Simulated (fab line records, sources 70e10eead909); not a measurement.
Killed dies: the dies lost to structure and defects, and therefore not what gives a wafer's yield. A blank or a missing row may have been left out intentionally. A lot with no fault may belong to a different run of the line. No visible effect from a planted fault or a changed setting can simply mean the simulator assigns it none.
Which tool is to blame? | flow nandHarc | 24 lots, 72 wafers sampled, at 6 steps of a route of 1302

== WHAT EACH GAUGE READ, for each wafer ==
NHARC_A_DECK1_JOINT_THK_MEAS_17: measures by ellipsometry.
lot  | measured     | on           | thkNm (nm)
L074 | day 12 04:47 | filmMetro-02 | 44.2 44.4 45.8
L075 | day 12 21:42 | filmMetro-02 | 45.2 44.0 46.3
L077 | day 13 04:59 | filmMetro-01 | 44.4 44.9 46.7
L076 | day 13 05:02 | filmMetro-01 | 46.5 45.4 44.8
L078 | day 14 04:53 | filmMetro-01 | 45.2 44.0 45.9
L079 | day 14 07:23 | filmMetro-01 | 45.3 46.2 47.1
L080 | day 15 04:02 | filmMetro-02 | 42.6 43.6 44.8
L082 | day 15 13:04 | filmMetro-02 | 46.9 44.2 46.7
L081 | day 15 13:04 | filmMetro-01 | 45.6 45.8 45.5
L083 | day 16 05:50 | filmMetro-01 | 43.9 46.5 47.0
L084 | day 16 11:36 | filmMetro-02 | 44.8 43.7 46.1
L085 | day 17 07:43 | filmMetro-01 | 44.5 43.9 45.4
L087 | day 17 16:53 | filmMetro-02 | 44.9 45.6 45.3
L086 | day 17 16:52 | filmMetro-02 | 46.4 46.2 46.0
L088 | day 18 08:25 | filmMetro-01 | 44.7 45.1 44.5
L089 | day 18 21:19 | filmMetro-01 | 46.0 44.9 47.2
L091 | day 19 04:13 | filmMetro-01 | 43.5 46.0 45.4
L090 | day 19 04:13 | filmMetro-02 | 44.6 46.1 46.3
L092 | day 19 12:28 | filmMetro-01 | 44.5 44.0 43.9
L094 | day 20 08:08 | filmMetro-01 | 45.1 44.6 48.1
L093 | day 20 08:08 | filmMetro-02 | 43.6 43.9 45.3
L095 | day 21 12:23 | filmMetro-02 | 44.1 45.3 46.8
L096 | day 22 02:35 | filmMetro-02 | 46.7 44.1 46.0
L097 | day 22 02:26 | filmMetro-02 | 45.0 44.6 45.1

NHARC_A_ONON_D2_THK_MEAS_05: measures by ellipsometry.
lot  | measured     | on           | thkNm (nm)
L074 | day 12 05:57 | filmMetro-01 | 1007 1011 1010
L075 | day 12 22:52 | filmMetro-02 | 991 991 992
L077 | day 13 06:10 | filmMetro-01 | 1017 1017 1016
L076 | day 13 06:13 | filmMetro-02 | 999 999 999
L078 | day 14 06:04 | filmMetro-01 | 988 986 985
L079 | day 14 08:41 | filmMetro-02 | 1005 1005 1006
L080 | day 15 05:13 | filmMetro-02 | 1000 1000 999
L082 | day 15 14:14 | filmMetro-01 | 1016 1015 1018
L081 | day 15 14:14 | filmMetro-02 | 994 994 996
L083 | day 16 07:01 | filmMetro-01 | 985 988 987
L084 | day 16 12:47 | filmMetro-02 | 1002 1000 1000
L085 | day 17 08:53 | filmMetro-01 | 993 992 992
L087 | day 17 18:05 | filmMetro-02 | 1009 1010 1010
L086 | day 17 18:03 | filmMetro-01 | 993 993 993
L088 | day 18 09:36 | filmMetro-02 | 996 998 999
L089 | day 18 22:30 | filmMetro-01 | 989 990 989
L091 | day 19 05:23 | filmMetro-02 | 992 989 992
L090 | day 19 05:23 | filmMetro-01 | 1014 1014 1014
L092 | day 19 13:38 | filmMetro-02 | 1010 1012 1010
L094 | day 20 09:19 | filmMetro-01 | 990 989 989
L093 | day 20 09:19 | filmMetro-02 | 988 987 988
L095 | day 21 13:34 | filmMetro-01 | 1003 1005 1004
L096 | day 22 03:46 | filmMetro-02 | 1006 1006 1006
L097 | day 22 03:37 | filmMetro-01 | 1000 999 999

NHARC_A_ONON_D2_THK_MEAS_18: measures by ellipsometry.
lot  | measured     | on           | thkNm (nm)
L074 | day 12 15:04 | filmMetro-01 | 988 988 988
L075 | day 13 08:20 | filmMetro-01 | 1001 1001 1002
L077 | day 13 15:12 | filmMetro-01 | 1005 1004 1006
L076 | day 13 15:11 | filmMetro-02 | 968 968 968
L078 | day 14 15:48 | filmMetro-02 | 1017 1018 1017
L079 | day 14 15:47 | filmMetro-01 | 979 980 979
L080 | day 15 14:43 | filmMetro-02 | 1011 1011 1010
L082 | day 16 01:42 | filmMetro-02 | 985 984 985
L081 | day 16 01:42 | filmMetro-01 | 980 979 978
L083 | day 16 16:06 | filmMetro-01 | 1014 1014 1014
L084 | day 16 22:33 | filmMetro-01 | 993 993 992
L085 | day 17 18:58 | filmMetro-02 | 1008 1006 1006
L087 | day 18 05:09 | filmMetro-01 | 995 995 995
L086 | day 18 05:08 | filmMetro-01 | 992 995 993
L088 | day 18 18:39 | filmMetro-01 | 1001 999 1001
L089 | day 19 09:04 | filmMetro-02 | 1000 1002 1003
L091 | day 19 14:23 | filmMetro-01 | 1004 1004 1005
L090 | day 19 14:23 | filmMetro-01 | 1008 1008 1009
L092 | day 20 00:56 | filmMetro-02 | 999 998 998
L094 | day 20 18:48 | filmMetro-02 | 992 991 991
L093 | day 20 18:48 | filmMetro-01 | 1004 1004 1002
L095 | day 22 00:04 | filmMetro-01 | 1008 1008 1008
L096 | day 22 15:21 | filmMetro-02 | 990 989 990
L097 | day 22 15:21 | filmMetro-01 | 1008 1007 1006

NHARC_A_ONON_D2_INSPECT_32.
lot  | measured     | on               | rawDefectCount
L074 | day 12 17:52 | defectInspect-02 | 375 254 274
L075 | day 13 11:09 | defectInspect-01 | 292 385 264
L077 | day 13 18:01 | defectInspect-02 | 632 362 452
L076 | day 13 17:59 | defectInspect-01 | 437 461 255
L078 | day 14 18:41 | defectInspect-02 | 481 540 920
L079 | day 14 18:37 | defectInspect-01 | 281 424 331
L080 | day 15 17:33 | defectInspect-02 | 367 349 384
L082 | day 16 04:31 | defectInspect-02 | 239 211 300
L081 | day 16 04:31 | defectInspect-01 | 285 349 215
L083 | day 16 18:54 | defectInspect-02 | 208 379 228
L084 | day 17 01:22 | defectInspect-02 | 363 319 480
L085 | day 17 21:47 | defectInspect-02 | 448 312 284
L087 | day 18 08:47 | defectInspect-01 | 349 440 270
L086 | day 18 08:30 | defectInspect-01 | 405 640 560
L088 | day 18 21:28 | defectInspect-01 | 294 534 373
L089 | day 19 11:53 | defectInspect-02 | 591 432 379
L091 | day 19 17:11 | defectInspect-01 | 302 411 262
L090 | day 19 17:13 | defectInspect-02 | 300 503 878
L092 | day 20 03:44 | defectInspect-02 | 559 342 331
L094 | day 20 21:43 | defectInspect-02 | 359 343 408
L093 | day 20 21:38 | defectInspect-02 | 484 541 636
L095 | day 22 02:57 | defectInspect-01 | 441 346 321
L096 | day 22 18:10 | defectInspect-01 | 268 234 333
L097 | day 22 18:11 | defectInspect-01 | 201 248 206

== TOOL THAT RAN EACH LOT (tool first, then ch and the chambers of the sampled wafers, then the start) ==
lot  | NHARC_A_DECK1_JOINT_CMP_13    | NHARC_A_DECK1_JOINT_DEP_16
L074 | cmp-02 ch 0,2, day 11 05:57   | pecvd-02 ch 0,1, day 12 04:29
L075 | cmp-02 ch 0,1,3, day 11 18:43 | pecvd-01 ch 1,2, day 12 21:25
L077 | cmp-02 ch 0,1, day 12 06:20   | pecvd-01 ch 0,1,2, day 13 04:42
L076 | cmp-03 ch 0,1, day 12 08:59   | pecvd-02 ch 0,1,2, day 13 04:43
L078 | cmp-02 ch 1,2,3, day 13 04:37 | pecvd-04 ch 0,1,2, day 14 04:37
L079 | cmp-04 ch 0,2,3, day 13 08:56 | pecvd-02 ch 0,1, day 14 07:08
L080 | cmp-03 ch 1,3, day 14 00:01   | pecvd-02 ch 0,1,2, day 15 03:46
L082 | cmp-03 ch 0,1,2, day 14 15:07 | pecvd-02 ch 0,1,2, day 15 12:47
L081 | cmp-04 ch 0,2,3, day 14 15:11 | pecvd-01 ch 0,1, day 15 12:47
L083 | cmp-03 ch 0,2,3, day 15 06:15 | pecvd-04 ch 0,2, day 16 05:33
L084 | cmp-03 ch 0,2,3, day 15 14:29 | pecvd-04 ch 0,2, day 16 11:19
L085 | cmp-03 ch 0,3, day 16 03:06   | pecvd-02 ch 0,2, day 17 07:26
L087 | cmp-02 ch 1,2,3, day 16 17:46 | pecvd-04 ch 1,2, day 17 16:40
L086 | cmp-03 ch 0,1,3, day 16 17:51 | pecvd-02 ch 1,2, day 17 16:37
L088 | cmp-02 ch 0,1, day 17 02:08   | pecvd-01 ch 0,1, day 18 08:10
L089 | cmp-04 ch 1,3, day 17 20:52   | pecvd-04 ch 0,1,2, day 18 21:02
L091 | cmp-03 ch 1,2,3, day 18 04:18 | pecvd-01 ch 0,1,2, day 19 03:56
L090 | cmp-04 ch 0,2, day 18 04:18   | pecvd-02 ch 0,1,2, day 19 03:56
L092 | cmp-04 ch 0,1,2, day 18 13:19 | pecvd-04 ch 0,1,2, day 19 12:16
L094 | cmp-04 ch 1,2,3, day 19 11:16 | pecvd-01 ch 0,1,2, day 20 07:51
L093 | cmp-03 ch 0,2,3, day 19 11:16 | pecvd-04 ch 1,2, day 20 07:53
L095 | cmp-03 ch 1,2, day 20 07:58   | pecvd-02 ch 0,1,2, day 21 12:11
L096 | cmp-02 ch 1,2, day 21 02:19   | pecvd-02 ch 1,2, day 22 02:18
L097 | cmp-03 ch 0,2, day 21 02:21   | pecvd-01 ch 0,1,2, day 22 02:10
- NHARC_A_DECK1_JOINT_CMP_13: polishes, target thk 51.023 nm.
- NHARC_A_DECK1_JOINT_DEP_16: deposits SiO2, target thk 45 nm.

== AS READ BY THE TOOLS THEMSELVES (means over the sampled wafers that have a number; for cases with no such wafer, the mark the record gives instead) ==
NHARC_A_DECK1_JOINT_CMP_13.
lot  | tool   | motorCurrentA (A) | timeToEndpointS (s)
L074 | cmp-02 | 12.2              | 9.4
L075 | cmp-02 | 10.9              | 8.8
L077 | cmp-02 | 10.7              | 9.8
L076 | cmp-03 | 13.1              | 11.5
L078 | cmp-02 | 12.1              | 8.7
L079 | cmp-04 | 11.4              | 10.8
L080 | cmp-03 | 12.8              | 11.2
L082 | cmp-03 | 12.1              | 10.2
L081 | cmp-04 | 12.0              | 7.8
L083 | cmp-03 | 11.8              | 10.1
L084 | cmp-03 | 11.8              | 13.1
L085 | cmp-03 | 12.0              | 12.0
L087 | cmp-02 | 12.2              | 10.2
L086 | cmp-03 | 12.8              | 10.6
L088 | cmp-02 | 10.9              | 7.6
L089 | cmp-04 | 11.5              | 10.5
L091 | cmp-03 | 12.0              | 11.8
L090 | cmp-04 | 12.5              | 9.3
L092 | cmp-04 | 12.8              | 4.9
L094 | cmp-04 | 12.4              | 8.8
L093 | cmp-03 | 11.9              | 11.8
L095 | cmp-03 | 11.7              | 9.3
L096 | cmp-02 | 12.0              | 10.8
L097 | cmp-03 | 11.0              | 11.0

NHARC_A_DECK1_JOINT_DEP_16.
lot  | tool     | heaterPowerW (W) | throttleValvePct (%)
L074 | pecvd-02 | 543              | 15.9
L075 | pecvd-01 | 643              | 16.2
L077 | pecvd-01 | 709              | 16.3
L076 | pecvd-02 | 459              | 15.8
L078 | pecvd-04 | 612              | 16.0
L079 | pecvd-02 | 469              | 16.2
L080 | pecvd-02 | 469              | 16.0
L082 | pecvd-02 | 431              | 15.9
L081 | pecvd-01 | 740              | 15.8
L083 | pecvd-04 | 734              | 15.7
L084 | pecvd-04 | 698              | 15.7
L085 | pecvd-02 | 485              | 15.8
L087 | pecvd-04 | 576              | 16.2
L086 | pecvd-02 | 483              | 16.0
L088 | pecvd-01 | 717              | 16.1
L089 | pecvd-04 | 639              | 16.1
L091 | pecvd-01 | 643              | 15.9
L090 | pecvd-02 | 486              | 15.6
L092 | pecvd-04 | 559              | 16.0
L094 | pecvd-01 | 636              | 15.9
L093 | pecvd-04 | 567              | 15.7
L095 | pecvd-02 | 479              | 15.7
L096 | pecvd-02 | 451              | 15.8
L097 | pecvd-01 | 634              | 16.0

== THE ANSWER, worked out from the rows above alone ==
Rule: usual is defined by the lots themselves. The widest of any qualifying gaps counts: lots, ordered by their means at a reading, are off when they make up no more than a third of the lots, leave a main group of 4 or more, and stand apart from it by 3 or more times the standard deviation of that group's means. If all means in a main group match to the digits the tables above print for the reading, that group is not used. Also off: a lot with no number at a reading for which 4 or more lots have one. All remaining lots with rows at the step are treated as sound. The gauges are gone through in route order, then the tools' own readings, and for those a lot's mean is taken as printed above. At the first step where some lot is off, the reading lying furthest off is the one used; lots without a number count as furthest.
No lot is off at any reading shown: from this, nothing can be told.

== WHAT WAS PUT IN BY THE SIMULATOR ==
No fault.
